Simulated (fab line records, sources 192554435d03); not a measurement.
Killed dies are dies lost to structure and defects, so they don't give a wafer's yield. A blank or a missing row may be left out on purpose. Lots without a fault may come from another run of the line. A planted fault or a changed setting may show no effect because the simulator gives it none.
Chamber matching | flow n5_finfet | N5_PMOS_HMC_CHANNEL_EPI_HM_DEP_34 on pecvd-01: 3 sister chambers
The step deposits SiO2 from TEOS/O2, target thk 36 nm, time 6.9 s. 14 wafers are shown with their chamber, then 7 later ones without.

WAFERS WITH THEIR CHAMBER
wafer  | chamber | throttle_valve_pct (%) | showerhead_plenum_p_Torr (Torr) | heater_power_w (W)
L075.2 | 2       | 17.3                   | 8.34                            | 472
L075.5 | 0       | 18.6                   | 8.27                            | 605
L075.6 | 2       | 17.4                   | 8.31                            | 465
L076.3 | 1       | 18.6                   | 8.29                            | 501
L076.4 | 2       | 17.5                   | 8.33                            | 514
L076.5 | 0       | 18.5                   | 8.25                            | 595
L077.3 | 0       | 18.7                   | 8.23                            | 679
L077.5 | 1       | 18.8                   | 8.29                            | 562
L077.6 | 2       | 17.4                   | 8.30                            | 505
L081.2 | 2       | 17.4                   | 8.32                            | 457
L081.5 | 0       | 18.6                   | 8.28                            | 526
L081.6 | 2       | 17.5                   | 8.35                            | 451
L084.1 | 1       | 18.4                   | 8.31                            | 519
L084.3 | 0       | 18.6                   | 8.26                            | 634

SIGNATURES (means of the wafers above)
reading                  | chamber 0 | chamber 1 | chamber 2 | scatter within a chamber
throttle_valve_pct       | 18.600    | 18.600    | 17.417    | 0.108
showerhead_plenum_p_Torr | 8.2580    | 8.2967    | 8.3250    | 0.0178
heater_power_w           | 607.80    | 527.33    | 477.33    | 40.4
Rule: a wafer's distance from a chamber is the root of the sum, over the readings, of the square of ((its reading less the chamber's mean) divided by the reading's scatter). The wafer belongs to the nearest chamber; if the next one is less than 2 further off, it can't be placed. The scatter: the root of (the sum of the squares of (reading less its chamber's mean) over the shown wafers, divided by (wafers less chambers)).

WAFERS WITHOUT THEIR CHAMBER
wafer  | throttle_valve_pct (%) | showerhead_plenum_p_Torr (Torr) | heater_power_w (W)
L084.4 | 17.4                   | 8.32                            | 517
L095.3 | 18.6                   | 8.29                            | 497
L095.4 | 17.5                   | 8.31                            | 484
L095.5 | 18.6                   | 8.25                            | 644
L097.1 | 18.8                   | 8.28                            | 554
L097.3 | 17.8                   | 8.32                            | 432
L097.5 | 18.6                   | 8.31                            | 538

WHICH CHAMBER EACH WENT THROUGH
wafer  | from the rows above     | in truth
L084.4 | 2                       | 2
L095.3 | 1                       | 1
L095.4 | 2                       | 2
L095.5 | 0                       | 0
L097.1 | can't be placed: 1 or 0 | 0
L097.3 | 2                       | 2
L097.5 | 1                       | 1
Placed correctly: 6 of 7. Can't be placed from these rows: 1 (the true chamber is among the candidates in 1). Placed wrongly: 0.
